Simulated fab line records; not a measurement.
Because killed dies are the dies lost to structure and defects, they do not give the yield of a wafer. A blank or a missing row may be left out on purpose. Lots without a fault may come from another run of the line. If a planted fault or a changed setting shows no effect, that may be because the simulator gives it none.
Matching of chambers -- flow n5Finfet -- 4 sister chambers for N5_BEOL_M5_ETCH_72 on rieDiel-01
The step etches underlayer in N2/H2, target depth 6.5 nm, time 5.2 s. 4 wafers are shown with their chamber, then 7 later ones without.

## WAFERS WITH THEIR CHAMBER
wafer,chamber,showerheadPlenumPTorr (Torr)
L078.1,2,2.47
L091.6,3,2.60
L090.2,1,2.56
L090.5,0,2.54

## WAFERS WITHOUT THEIR CHAMBER
wafer,showerheadPlenumPTorr (Torr)
L090.6,2.56
L096.2,2.54
L096.4,2.59
L096.5,2.59
L097.1,2.56
L097.2,2.59
L097.5,2.54

## THE CHAMBER EACH PASSED THROUGH
wafer,from the rows above,in truth
L090.6,1,1
L096.2,0,0
L096.4,3,3
L096.5,3,3
L097.1,1,1
L097.2,3,3
L097.5,0,0
Correctly placed: 7 of 7. Not placeable from these rows: 0. Number placed wrongly: 0.
How it was worked out, from the rows above alone: a wafer's distance from a chamber is the root of the sum, over the readings, of the square of ((its reading less the chamber's mean) divided by the reading's scatter). The wafer belongs to the nearest chamber; if the next one is less than 2 further off, it can't be placed. The mean given for a chamber averages the wafers shown for that chamber. The scatter: root of mean squared gap, hidden wafer to nearest shown wafer, with one shown wafer a chamber.
